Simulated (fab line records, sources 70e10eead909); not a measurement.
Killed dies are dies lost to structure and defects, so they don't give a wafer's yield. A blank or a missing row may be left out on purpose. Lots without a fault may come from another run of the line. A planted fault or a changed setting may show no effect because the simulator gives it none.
fab line records | flow nand_harc
record lots=12 wafers=36 last_day=24
route steps=1159 shown A_CONTACT@948 A_BLC@972
lots that met no fault: from a run of the same line without faults
start_h: hours from the record's first day to the start of the lot's first wafer shown | wait_h: hours since the lot's step before | " the same as in the row above | L1.1+2: a row that stands for several wafers | - no value, or no start given | * or withheld: withheld | < > ~ a bound
route shown NAME@n: a module of which the file shows steps, and the number in the route of the first | usual: mean/standard deviation of fault-free wafers | same: alike in all rows | chamber/n: place in a boat | sites: the reading at each site | _std_site: their standard deviation | _edge_site: outer sites' mean less inner sites' | radius_mm: how far each site lies from the wafer's centre | mask NAME#n: copy n | behind: the tool/chamber that last shaped the wafer | hold: why the lot was held/for how many hours/how that ended | device: the transistor (n, p or np) that didn't switch | end of line: the same wafers' tests at the end of the route | a step without rows: its recipe alone | killed: dies lost to structure and defects at the first sort, not the wafer's yield | map: a wafer's dies, x killed, . not, _ none there
set.NAME: the setting as run; set.NAME@STEP: as run at that earlier step | model.NAME: the simulator's own value behind a step, which no gauge read
steps of the route over a sample of lots; a table a step, a row a wafer
services: from which hour (start_h, from the record's first day; less than 0 if before it) a tool's chamber was out of use, for how many hours, and why
## steps
# step NHARC_A_CONTACT_ETCH_139
# recipe source_w=withheld pressure_mtorr=20 bias_v=400 time_s=137 target_depth_a=5900 ar_flow_sccm=withheld c4f8_flow_sccm=11.5 o2_flow_sccm=7.2 chemistry=C4F8/O2/Ar
# usual chamber_pressure_mTorr=20.002/0.018
# columns lot.wafer tool chamber start_h wait_h chamber_pressure_mTorr rf_hours_counter_h
L971.1 har_cap_etch-01 0 395.54 0.1 20.027 60
L971.3 " 0 " " 19.972 -
L971.4 " 1 " " 20.009 -
L972.1 har_cap_etch-02 1 400.48 0.2 19.998 15
L972.3 " 0 " " 19.992 -
L972.4 " 1 " " 19.990 -
L969.2 har_cap_etch-03 0 400.55 0.1 19.993 88
L969.1 " 1 " " 19.996 88
L969.6 " 0 " " 20.001 -
L968.1 har_cap_etch-02 0 403.90 0.2 19.997 16
L968.4 " 1 " " 20.020 -
L968.3 " 0 " " 19.999 -
L970.2 har_cap_etch-02 0 405.53 0.1 20.028 17
L970.3 " 0 " " 20.010 -
L970.4 " 1 " " 19.997 -
L973.3 har_cap_etch-02 0 419.41 0.1 19.995 -
L973.4 " 1 " " 19.967 -
L973.6 " 0 " " 19.993 -
L983.3 har_cap_etch-01 1 481.35 0.2 19.976 -
L983.6 " 0 " " 20.015 -
L983.5 " 1 " " 20.008 -
L984.1 har_cap_etch-02 1 489.25 0.1 19.959 30
L984.3 " 0 " " 20.028 -
L984.4 " 1 " " 20.001 -
L985.4 har_cap_etch-01 1 489.82 0.2 19.995 -
L985.5 " 0 " " 19.998 -
L985.6 " 1 " " 20.014 -
L990.2 har_cap_etch-01 1 513.16 0.1 20.027 82
L990.4 " 0 " " 19.997 -
L990.6 " 0 " " 20.006 -
L988.1 har_cap_etch-03 1 515.41 0.1 19.969 109
L988.4 " 1 " " 20.008 -
L988.6 " 1 " " 19.986 -
L989.2 har_cap_etch-03 1 518.80 0.1 20.007 110
L989.3 " 1 " " 20.009 -
L989.6 " 0 " " 20.002 -
# step NHARC_A_CONTACT_CMP_20
# recipe t_overpolish_s=30 target_thk_nm=300
# usual motor_current_A=12.0/1.1 overpolish_run_s=29.999/0.0085 retaining_ring_pressure_frac=1.000/0.0056 time_to_endpoint_s=60.0/2.9
# columns lot.wafer tool chamber start_h wait_h motor_current_A overpolish_run_s retaining_ring_pressure_frac time_to_endpoint_s
L971.3 cmp-03 0 398.28 0.5 12.1 30.008 1.000 57.8
L971.1 " 1 " " 11.0 30.001 1.005 56.3
L971.4 " 3 " " 12.0 30.008 1.002 56.0
L969.2 cmp-04 3 403.37 0.7 12.5 29.997 0.994 65.0
L969.1 " 1 " " 13.6 29.999 0.991 63.5
L969.6 " 3 " " 12.0 30.025 1.001 62.0
L972.1 cmp-01 0 404.10 0.8 12.0 29.992 1.002 61.6
L972.3 " 1 " " 13.1 29.995 0.987 60.2
L972.4 " 2 " " 11.0 29.992 1.006 59.8
L968.4 cmp-01 3 410.08 0.4 13.7 29.996 0.999 58.8
L968.3 " 0 " " 12.8 29.985 0.996 56.7
L968.1 " 2 " " 11.4 29.994 0.997 58.2
L970.4 cmp-01 2 412.45 0.5 11.2 30.002 1.005 61.5
L970.2 " 3 " " 13.5 29.986 0.997 59.0
L970.3 " 0 " " 12.4 30.005 1.009 59.1
L973.3 cmp-03 3 422.31 0.4 11.9 30.012 1.007 55.9
L973.4 " 1 " " 11.1 29.988 0.998 59.7
L973.6 " 3 " " 11.2 29.999 1.006 57.6
L983.3 cmp-04 1 493.14 0.4 13.4 30.004 1.000 59.6
L983.6 " 0 " " 10.4 30.007 0.997 60.4
L983.5 " 1 " " 13.3 29.999 1.004 60.5
L984.3 cmp-01 2 493.87 0.5 11.3 30.011 1.005 61.1
L984.1 " 3 " " 13.0 30.004 1.003 58.3
L984.4 " 0 " " 12.5 29.989 0.999 59.1
L985.4 cmp-03 2 495.66 0.6 13.0 29.984 1.000 60.5
L985.6 " 3 " " 12.5 30.005 0.995 55.5
L985.5 " 0 " " 12.3 30.004 1.006 58.4
L990.2 cmp-01 1 516.28 0.6 13.0 30.001 1.001 59.8
L990.4 " 3 " " 13.3 30.002 1.003 57.9
L990.6 " 2 " " 11.1 30.003 1.010 58.5
L988.1 cmp-01 3 521.40 0.7 13.4 29.993 0.992 57.8
L988.4 " 0 " " 12.8 29.998 1.009 58.4
L988.6 " 1 " " 12.7 30.005 1.000 58.2
L989.2 cmp-04 0 524.94 0.8 9.9 30.005 1.000 63.9
L989.3 " 1 " " 13.5 29.988 0.993 63.7
L989.6 " 0 " " 10.1 29.992 1.005 65.6
# step NHARC_A_BLC_PEB_08
# recipe peb_temp_c=100 peb_time_s=65
# columns lot.wafer tool chamber start_h wait_h
L971.1+3+4 litho_track-06 0 399.12 0.1
L969.1+2+6 litho_track-06 0 404.07 0.1
L972.1+3+4 litho_track-01 0 404.81 0.1
L968.1+3+4 litho_track-06 0 410.91 0.1
L970.2+3+4 litho_track-06 0 413.16 0.1
L973.3+4+6 litho_track-01 0 423.00 0.0
L983.3+5+6 litho_track-06 0 493.82 0.0
L984.1+3+4 litho_track-06 0 494.68 0.1
L985.4+5+6 litho_track-01 0 496.30 0.0
L990.2+4+6 litho_track-01 0 517.11 0.1
L988.1+4+6 litho_track-04 0 522.06 0.1
L989.2+3+6 litho_track-04 0 525.62 0.1
# step NHARC_A_BLC_CD_MEAS_10
# recipe target_cd_nm=100 landing_energy_ev=500
# usual cd_nm=100.0/0.7
# columns lot.wafer tool chamber start_h wait_h cd_nm
L971.1 cd_sem-01 0 399.20 - 100.0
L971.3 " 0 " " 100.4
L971.4 " 0 " " 99.6
L969.1 cd_sem-03 0 404.15 - 99.6
L969.2 " 0 " " 98.8
L969.6 " 0 " " 99.1
L972.1 cd_sem-01 0 404.89 - 101.3
L972.3 " 0 " " 100.4
L972.4 " 0 " " 100.5
L968.1 cd_sem-02 0 410.99 - 99.9
L968.3 " 0 " " 99.4
L968.4 " 0 " " 100.3
L970.2 cd_sem-03 0 413.24 - 99.6
L970.3 " 0 " " 100.0
L970.4 " 0 " " 99.1
L973.3 cd_sem-02 0 423.09 - 101.2
L973.4 " 0 " " 101.0
L973.6 " 0 " " 99.7
L983.3 cd_sem-01 0 493.90 - 102.8
L983.5 " 0 " " 103.7
L983.6 " 0 " " 103.4
L984.1 cd_sem-01 0 494.76 - 102.9
L984.3 " 0 " " 102.6
L984.4 " 0 " " 103.9
L985.4 cd_sem-03 0 496.38 - 100.2
L985.5 " 0 " " 101.3
L985.6 " 0 " " 100.6
L990.2 cd_sem-03 0 517.19 - 100.8
L990.4 " 0 " " 101.5
L990.6 " 0 " " 101.1
L988.1 cd_sem-03 0 522.14 - 99.7
L988.4 " 0 " " 99.6
L988.6 " 0 " " 100.2
L989.2 cd_sem-01 0 525.70 - 99.2
L989.3 " 0 " " 100.4
L989.6 " 0 " " 99.4
# step NHARC_A_BLC_DESCUM_15
# recipe time_s=3 o2_flow_sccm=200 ar_flow_sccm=0 bias_power_w=0 chemistry=O2
# usual chamber_pressure_mTorr=60.00/0.049 drypump_motor_current_A=5.7/0.49 oes_product_au=1.004/0.011 rf_vpp_V=57.6/0.94 showerhead_plenum_p_Torr=1.89/0.1 throttle_valve_pct=11.311/0.0091
# same bias_power_w=0
# columns lot.wafer tool chamber start_h wait_h chamber_pressure_mTorr drypump_motor_current_A oes_product_au rf_hours_counter_h rf_vpp_V showerhead_plenum_p_Torr throttle_valve_pct
L971.4 rie_diel-02 2 399.39 0.1 60.00 6.2 1.015 7 58.0 1.82 11.314
L971.3 " 3 " " 60.00 5.8 0.996 7 58.1 2.02 11.307
L971.1 " 0 " " 60.05 5.6 1.000 6 57.6 1.85 11.312
L969.2 rie_diel-02 0 404.37 0.1 60.06 5.6 1.002 7 56.3 1.85 11.317
L969.1 " 1 " " 59.97 6.0 0.997 4 58.7 1.84 11.327
L969.6 " 3 " " 60.03 5.8 0.992 - 57.9 2.02 11.329
L972.1 rie_diel-04 2 405.10 0.1 60.05 5.9 0.992 12 57.9 2.03 11.317
L972.4 " 0 " " 60.06 4.8 1.004 12 56.0 1.78 11.320
L972.3 " 1 " " 60.08 5.2 0.997 12 56.8 1.94 11.320
L968.1 rie_diel-04 0 411.17 0.1 59.95 4.8 0.991 14 58.7 1.78 11.320
L968.3 " 2 " " 59.98 5.9 0.995 14 59.0 2.03 11.319
L968.4 " 2 " " 60.06 5.9 0.999 - 59.1 2.03 11.323
L970.3 rie_diel-04 3 413.43 0.1 60.08 6.0 1.011 14 57.2 1.81 11.321
L970.2 " 0 " " 60.10 4.8 0.994 15 57.2 1.78 11.310
L970.4 " 2 " " 60.03 5.9 0.984 - 58.9 2.03 11.308
L973.3 rie_diel-04 2 423.29 0.1 59.90 5.8 0.978 16 57.5 2.03 11.313
L973.6 " 1 " " 60.03 5.1 0.999 - 58.7 1.94 11.293
L973.4 " 2 " " 59.95 5.9 0.991 - 58.8 2.03 11.301
L983.3 rie_diel-02 2 494.09 0.1 59.97 6.2 1.014 17 56.9 1.82 11.316
L983.5 " 1 " " 60.04 6.0 1.010 - 56.6 1.84 11.328
L983.6 " 2 " " 60.01 6.2 1.010 - 57.7 1.82 11.313
L984.3 rie_diel-04 0 494.95 0.1 60.04 4.8 1.010 2 57.5 1.77 11.308
L984.1 " 1 " " 59.99 5.2 1.004 2 59.7 1.94 11.318
L984.4 " 2 " " 59.99 5.9 0.985 2 57.5 2.02 11.301
L985.4 rie_diel-13 3 496.56 0.1 59.92 6.4 0.986 9 58.1 2.05 11.309
L985.6 " 3 " " 59.99 6.4 0.979 - 58.5 2.05 11.308
L985.5 " 0 " " 60.00 5.0 1.003 - 56.1 1.79 11.315
L990.2 rie_diel-04 1 517.41 0.1 60.00 5.1 1.013 4 57.8 1.94 11.314
L990.4 " 2 " " 60.04 5.9 1.001 4 57.9 2.02 11.315
L990.6 " 0 " " 60.03 4.8 1.016 - 58.2 1.77 11.313
L988.1 rie_diel-04 2 522.33 0.1 60.06 5.9 1.003 5 56.6 2.02 11.306
L988.4 " 1 " " 59.93 5.2 1.007 4 57.1 1.94 11.292
L988.6 " 2 " " 59.98 5.9 1.002 - 56.6 2.02 11.304
L989.2 rie_diel-04 2 525.91 0.1 60.12 5.9 0.999 5 59.1 2.02 11.307
L989.3 " 1 " " 60.04 5.2 1.011 4 57.6 1.94 11.327
L989.6 " 3 " " 60.05 6.0 1.026 - 56.9 1.81 11.303
## services
# columns tool chamber start_h hours kind
cmp-01 - 375.50 4.0 pm
rie_diel-13 2 385.36 7.5 repair
rie_diel-04 0 395.90 - clean
cmp-04 - 399.10 4.0 pm
rie_diel-13 - 403.61 1.7 repair
rie_diel-04 1 407.88 12.2 repair
cmp-03 - 414.43 2.3 repair
rie_diel-04 0 420.39 6.2 repair
rie_diel-13 2 440.58 13.4 repair
rie_diel-13 - 440.80 0.2 repair
litho_track-01 - 443.00 7.0 pm
cmp-01 - 447.06 0.9 repair
cmp-03 - 448.40 2.2 repair
cmp-01 - 451.25 1.5 repair
cmp-03 - 452.41 4.0 pm
rie_diel-13 - 453.63 9.0 pm
rie_diel-02 - 455.70 0.8 repair
rie_diel-04 - 465.90 9.0 pm
litho_track-06 - 467.00 7.0 pm
cmp-01 - 473.50 4.0 pm
litho_track-04 - 491.00 7.0 pm
cmp-04 - 497.10 4.0 pm
har_cap_etch-01 - 504.48 0.3 repair
rie_diel-02 - 504.89 9.0 pm
## key
first_sign step=NHARC_A_BLC_CD_MEAS_10 reading=cd_nm direction=up sigmas=4.6 usual=100.0 struck=103.2
effect none on later readings
met_at NHARC_A_BLC_PEB_08
struck_lots L983,L984
tester_left_out L983,L984
not_acting_at NHARC_A_CONTACT_ETCH_139,NHARC_A_CONTACT_CMP_20,NHARC_A_BLC_DESCUM_15
onset_between 413.16 493.82
fault kind=process_parameter_drift tool=litho_track-06 chamber=- onset_h=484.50 steps=NHARC_A_BLC_PEB_08 channel=peb_time_s offset=* shape=step end_h=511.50 acts_in=* stated=*
# tester_left_out: of these lots the tester's yield and bins aren't shown, on N5 and GAA mostly nor the transistor test; their killed dies are dies lost to structure and defects alone, not to doping, threshold or leakage, so they don't give the yield
